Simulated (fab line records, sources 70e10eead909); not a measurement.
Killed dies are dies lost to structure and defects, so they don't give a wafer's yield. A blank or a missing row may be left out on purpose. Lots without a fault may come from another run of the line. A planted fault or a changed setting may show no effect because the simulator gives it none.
fab line records | flow nand_harc
record lots=13 wafers=39 last_day=34
route steps=1302 shown A_SOURCE_PLATE@416 A_ONON_D1@427 END@1302
lots that met no fault: from a run of the same line without faults
start_h: hours from the record's first day to the start of the lot's first wafer shown | wait_h: hours since the lot's step before | " the same as in the row above | L1.1+2: a row that stands for several wafers | - no value, or no start given | * or withheld: withheld | < > ~ a bound
route shown NAME@n: a module of which the file shows steps, and the number in the route of the first | usual: mean/standard deviation of fault-free wafers | same: alike in all rows | chamber/n: place in a boat | sites: the reading at each site | _std_site: their standard deviation | _edge_site: outer sites' mean less inner sites' | radius_mm: how far each site lies from the wafer's centre | mask NAME#n: copy n | behind: the tool/chamber that last shaped the wafer | hold: why the lot was held/for how many hours/how that ended | device: the transistor (n, p or np) that didn't switch | end of line: the same wafers' tests at the end of the route | a step without rows: its recipe alone | killed: dies lost to structure and defects at the first sort, not the wafer's yield | map: a wafer's dies, x killed, . not, _ none there
set.NAME: the setting as run; set.NAME@STEP: as run at that earlier step | model.NAME: the simulator's own value behind a step, which no gauge read
steps of the route over a sample of lots; a table a step, a row a wafer
services: from which hour (start_h, from the record's first day; less than 0 if before it) a tool's chamber was out of use, for how many hours, and why
## steps
# step NHARC_A_SOURCE_PLATE_THK_MEAS_09
# recipe thk_meas_gauge=ellipsometry
# usual thk_nm=9.9/1
# columns lot.wafer tool chamber start_h wait_h thk_nm
L544.2 film_metro-01 - 148.69 0.4 10.6
L544.3 " - " " 10.8
L544.4 " - " " 10.6
L545.1 film_metro-01 - 156.55 0.4 9.0
L545.2 " - " " 11.6
L545.5 " - " " 9.4
L546.2 film_metro-02 - 170.57 0.4 10.5
L546.3 " - " " 11.5
L546.5 " - " " 9.0
L551.1 film_metro-02 - 209.91 0.4 11.1
L551.2 " - " " 10.3
L551.5 " - " " 9.6
L553.2 film_metro-01 - 236.17 0.4 10.6
L553.3 " - " " 9.5
L553.6 " - " " 11.2
L554.1 film_metro-02 - 254.94 0.4 11.3
L554.3 " - " " 9.9
L554.6 " - " " 10.1
L557.2 film_metro-01 - 274.91 0.4 8.8
L557.3 " - " " 9.3
L557.4 " - " " 9.7
L559.2 film_metro-02 - 294.79 0.4 9.2
L559.4 " - " " 10.7
L559.5 " - " " 9.7
L558.2 film_metro-01 - 294.79 0.4 11.4
L558.3 " - " " 11.6
L558.5 " - " " 10.4
L560.1 film_metro-02 - 313.43 0.4 11.0
L560.4 " - " " 9.6
L560.5 " - " " 10.7
L561.1 film_metro-01 - 320.06 0.4 10.5
L561.3 " - " " 8.9
L561.5 " - " " 11.0
L563.3 film_metro-02 - 335.72 0.4 9.3
L563.4 " - " " 9.8
L563.5 " - " " 10.9
L567.3 film_metro-01 - 385.73 0.4 8.2
L567.4 " - " " 10.3
L567.5 " - " " 10.4
# step NHARC_A_ONON_D1_THK_MEAS_05
# recipe thk_meas_gauge=ellipsometry
# usual thk_nm=1001/10
# columns lot.wafer tool chamber start_h wait_h thk_nm
L544.2 film_metro-01 - 162.52 - 979
L544.3 " - " " 980
L544.4 " - " " 981
L545.1 film_metro-02 - 170.29 - 1004
L545.2 " - " " 1005
L545.5 " - " " 1006
L546.2 film_metro-01 - 185.29 - 1011
L546.3 " - " " 1009
L546.5 " - " " 1010
L551.1 film_metro-01 - 224.08 - 986
L551.2 " - " " 987
L551.5 " - " " 991
L553.2 film_metro-02 - 252.42 - 1001
L553.3 " - " " 999
L553.6 " - " " 1001
L554.1 film_metro-02 - 269.10 - 1003
L554.3 " - " " 1003
L554.6 " - " " 1000
L557.2 film_metro-01 - 288.91 - 1013
L557.3 " - " " 1013
L557.4 " - " " 1013
L558.2 film_metro-02 - 308.49 - 1003
L558.3 " - " " 1001
L558.5 " - " " 1003
L559.2 film_metro-01 - 308.49 - 1011
L559.4 " - " " 1009
L559.5 " - " " 1012
L560.1 film_metro-02 - 327.22 - 997
L560.4 " - " " 997
L560.5 " - " " 999
L561.1 film_metro-02 - 334.42 - 1015
L561.3 " - " " 1015
L561.5 " - " " 1013
L563.3 film_metro-01 - 349.49 - 1003
L563.4 " - " " 1002
L563.5 " - " " 1003
L567.3 film_metro-01 - 401.14 - 1005
L567.4 " - " " 1006
L567.5 " - " " 1006
# step NHARC_A_ONON_D1_DEP_06
# recipe target_thk_a=10000 n2_flow_sccm=2750 n2o_flow_sccm=2000 nh3_flow_sccm=500 sih4_flow_sccm=210 temp_c=400
# usual n2_flow_sccm=2749/8.9 n2o_flow_sccm=1998/5.6
# columns lot.wafer tool chamber start_h wait_h n2_flow_sccm n2o_flow_sccm
L544.2 pecvd_onon-01 0 162.63 0.1 2742 1996
L544.3 " 0 " " 2734 1999
L544.4 " 0 " " 2742 1993
L545.1 pecvd_onon-04 0 170.34 0.1 2754 1999
L545.2 " 0 " " 2745 2003
L545.5 " 0 " " 2750 2006
L546.2 pecvd_onon-03 0 185.40 0.1 2764 2008
L546.3 " 0 " " 2761 2009
L546.5 " 0 " " 2767 1998
L551.1 pecvd_onon-01 0 224.14 0.1 2767 1992
L551.2 " 0 " " 2763 1994
L551.5 " 0 " " 2758 2004
L553.2 pecvd_onon-04 - 252.53 0.1 - -
L553.3 " - " " - -
L553.6 " - " " - -
L554.1 pecvd_onon-01 - 269.16 0.1 - -
L554.3 " - " " - -
L554.6 " - " " - -
L557.2 pecvd_onon-01 0 289.03 0.1 2745 1992
L557.3 " 0 " " 2744 1997
L557.4 " 0 " " 2750 1991
L558.2 pecvd_onon-03 0 308.60 0.1 2747 2006
L558.3 " 0 " " 2745 1992
L558.5 " 0 " " 2750 1997
L559.2 pecvd_onon-04 0 308.61 0.1 2744 1997
L559.4 " 0 " " 2742 1995
L559.5 " 0 " " 2751 1980
L560.1 pecvd_onon-01 0 327.27 0.1 2754 2001
L560.4 " 0 " " 2766 2005
L560.5 " 0 " " 2755 2000
L561.1 pecvd_onon-01 0 334.48 0.1 2738 2003
L561.3 " 0 " " 2740 1998
L561.5 " 0 " " 2759 1999
L563.3 pecvd_onon-04 0 349.67 0.2 2758 1990
L563.4 " 0 " " 2762 1997
L563.5 " 0 " " 2741 2002
L567.3 pecvd_onon-01 0 401.31 0.2 2754 1998
L567.4 " 0 " " 2735 1996
L567.5 " 0 " " 2742 1997
# step NHARC_A_ONON_D1_DEP_33
# recipe target_thk_a=2000 temp_c=400 pressure_torr=6.5 rf_w=900 teos_flow_sccm=161.4 flow_sccm=2650 target_thk_nm=200 gas=O2 material=SiO2
# usual chamber_pressure_Torr=6.502/0.012 flow_sccm=2651/7.4 heater_power_w=536/120 throttle_valve_pct=15.7/0.38
# columns lot.wafer tool chamber start_h wait_h chamber_pressure_Torr flow_sccm heater_power_w throttle_valve_pct
L544.3 pecvd-03 1 175.46 0.1 6.504 2651 679 15.5
L544.2 " 2 " " 6.514 2657 610 15.2
L544.4 " 0 " " 6.508 2659 511 16.2
L545.1 pecvd-03 1 183.29 0.1 6.520 2654 602 15.6
L545.2 " 0 " " 6.508 2656 507 16.5
L545.5 " 2 " " 6.514 2654 564 15.4
L546.2 pecvd-02 0 197.55 0.1 6.484 2659 521 16.3
L546.3 " 1 " " 6.498 2650 599 15.5
L546.5 " 1 " " 6.518 2647 612 15.3
L551.2 pecvd-01 0 235.92 0.1 6.520 2662 370 15.6
L551.1 " 1 " " 6.491 2654 774 16.2
L551.5 " 2 " " 6.522 2655 516 15.6
L553.3 pecvd-03 2 264.28 0.1 6.504 2655 503 15.5
L553.2 " 0 " " 6.505 2663 524 16.1
L553.6 " 1 " " 6.493 2638 574 15.2
L554.3 pecvd-01 2 281.05 0.2 6.492 2653 485 15.2
L554.1 " 0 " " 6.493 2654 427 15.5
L554.6 " 1 " " 6.489 2645 691 16.4
L557.3 pecvd-03 0 300.90 0.1 6.499 2648 499 15.9
L557.2 " 1 " " 6.514 2660 492 15.1
L557.4 " 0 " " 6.503 2646 529 16.1
L558.2 pecvd-03 2 320.32 0.1 6.514 2646 612 15.7
L558.3 " 0 " " 6.486 2653 465 16.3
L558.5 " 2 " " 6.489 2667 613 15.7
L559.2 pecvd-02 1 320.38 0.1 6.487 2647 604 15.3
L559.5 " 1 " " 6.502 2640 625 15.5
L559.4 " 0 " " 6.505 2651 431 15.8
L560.1 pecvd-02 0 338.93 0.1 6.487 2658 481 15.2
L560.5 " 0 " " 6.486 2649 497 15.7
L560.4 " 2 " " 6.494 2655 430 16.0
L561.3 pecvd-01 1 346.86 0.1 6.501 2663 820 15.6
L561.1 " 0 " " 6.511 2646 328 15.3
L561.5 " 2 " " 6.486 2652 566 15.7
L563.3 pecvd-02 2 361.38 0.1 6.518 2654 423 15.7
L563.4 " 1 " " 6.498 2668 614 15.6
L563.5 " 2 " " 6.503 2644 426 16.4
L567.3 pecvd-01 0 413.07 0.1 6.494 2662 312 15.4
L567.4 " 2 " " 6.497 2653 479 15.9
L567.5 " 0 " " 6.505 2654 322 15.4
# step NHARC_END_SORT_01
# recipe temp_c=25
# usual killed_at_array=53/18 killed_at_other=1.0/1.2 killed_at_periphery=3.6/2.4 killed_dies=58/18 killed_open=3.4/1.8 killed_short=2.3/1.5
# same gross_dies=677
# columns lot.wafer tool chamber start_h wait_h killed_at_array killed_at_other killed_at_periphery killed_dies killed_open killed_short
L553.2 prober-02 0 652.41 2.8 669 1 7 677 4 3
L553.3 prober-02 0 653.20 3.1 665 0 12 677 4 1
L553.6 prober-02 0 655.57 4.0 671 0 6 677 3 0
L554.1 prober-01 0 653.92 2.5 672 2 3 677 2 1
L554.3 prober-01 0 655.54 3.1 671 3 3 677 5 6
L554.6 prober-01 0 657.96 4.0 673 1 3 677 2 2
# killed by level:class
L553.2 A_ONON_D1:area_dep=621 A_SLIT:chamber_film_flake=25 A_CHANNEL_HOLE_D2:chamber_film_flake=14 P_CONTACT:chamber_film_flake=2 P_M2:chamber_film_flake=2 A_WL_FILL:chamber_film_flake=2 A_CONTACT:chamber_film_flake=2 P_M0:geometric_particle:open=1
L553.3 A_ONON_D1:area_dep=626 A_SLIT:chamber_film_flake=20 P_CONTACT:chamber_film_flake=8 A_CHANNEL_HOLE_D2:chamber_film_flake=8 A_CHANNEL_HOLE_D1:chamber_film_flake=5 P_ZERO_WELL:chamber_film_flake=2 A_CONTACT:chamber_film_flake=2 P_STI:geometric_particle:open=1
L554.1 A_ONON_D1:area_dep=588 A_CHANNEL_HOLE_D1:chamber_film_flake=30 A_SLIT:chamber_film_flake=22 A_CHANNEL_HOLE_D2:chamber_film_flake=8 A_STAIRCASE:chamber_film_flake=6 A_CHANNEL_FILL_D1:chamber_film_flake=5 A_CONTACT:chamber_film_flake=5 A_WL_FILL:chamber_film_flake=5
L554.3 A_ONON_D1:area_dep=591 A_CHANNEL_HOLE_D1:chamber_film_flake=22 A_SLIT:chamber_film_flake=19 A_CHANNEL_HOLE_D2:chamber_film_flake=11 A_ZERO_WELL:chamber_film_flake=6 A_STAIRCASE:chamber_film_flake=6 A_CONTACT:chamber_film_flake=3 P_STI:chamber_film_flake=2
L553.6 A_ONON_D1:area_dep=631 A_SLIT:chamber_film_flake=21 A_CHANNEL_HOLE_D2:chamber_film_flake=8 P_CONTACT:chamber_film_flake=5 A_CHANNEL_HOLE_D1:chamber_film_flake=4 A_CHANNEL_FILL_D1:chamber_film_flake=2 P_CONTACT:geometric_particle:open=1 A_CHANNEL_HOLE_D1:geometric_particle:open=1
L554.6 A_ONON_D1:area_dep=584 A_CHANNEL_HOLE_D1:chamber_film_flake=34 A_SLIT:chamber_film_flake=21 A_CHANNEL_HOLE_D2:chamber_film_flake=14 A_STAIRCASE:chamber_film_flake=4 A_CONTACT:chamber_film_flake=4 A_CHANNEL_FILL_D1:chamber_film_flake=3 P_STI:chamber_film_flake=2
## services
# columns tool chamber start_h hours kind
pecvd-03 - 186.44 13.0 pm
pecvd-03 0 186.44 13.0 vent_cycle
pecvd-03 1 186.44 13.0 vent_cycle
pecvd-03 2 186.44 13.0 vent_cycle
pecvd_onon-03 - 190.23 11.4 repair
pecvd-02 - 197.18 0.3 repair
pecvd-03 0 199.44 - clean
pecvd-03 1 199.44 - clean
pecvd-03 2 199.44 - clean
pecvd_onon-03 - 227.00 13.0 pm
pecvd-02 - 227.18 13.0 pm
pecvd-02 - 255.68 1.0 repair
pecvd-01 - 261.82 2.2 repair
pecvd_onon-01 - 269.52 13.0 pm
pecvd-03 2 283.93 3.2 repair
pecvd-01 - 311.00 13.0 pm
pecvd_onon-04 - 311.10 13.0 pm
pecvd-02 - 311.24 1.2 repair
pecvd-03 0 328.59 10.6 repair
pecvd-03 - 367.44 13.0 pm
pecvd-03 0 367.44 13.0 vent_cycle
pecvd-02 1 386.20 9.0 repair
pecvd_onon-03 - 408.00 13.0 pm
pecvd-02 - 408.34 13.0 pm
## key
first_sign step=NHARC_A_ONON_D1_DEP_06 reading=tool_record direction=missing
effect step=NHARC_END_SORT_01 reading=killed_at_array direction=up sigmas=35 usual=53 struck=670
more_kills_born_at NHARC_A_ONON_D1_DEP_06@pecvd_onon-04=1878 NHARC_A_ONON_D1_DEP_06@pecvd_onon-01=1763
met_at NHARC_A_ONON_D1_DEP_06
struck_lots L553,L554
later_rows_left_out L553.2,L553.3,L553.6,L554.1,L554.3,L554.6
tester_left_out L553,L554
not_acting_at NHARC_A_SOURCE_PLATE_THK_MEAS_09,NHARC_A_ONON_D1_THK_MEAS_05,NHARC_A_ONON_D1_DEP_33
onset_between 224.14 252.53
fault kind=skipped_step_whole tool=pecvd_onon-01,pecvd_onon-04 chamber=- onset_h=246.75 steps=NHARC_A_ONON_D1_DEP_06 scope=struck_lots_only
# tester_left_out: of these lots the tester's yield and bins aren't shown, on N5 and GAA mostly nor the transistor test; their killed dies are dies lost to structure and defects alone, not to doping, threshold or leakage, so they don't give the yield
# later_rows_left_out: the simulator's readings of these wafers behind a module that went badly wrong aren't trusted and aren't shown, but for the sort
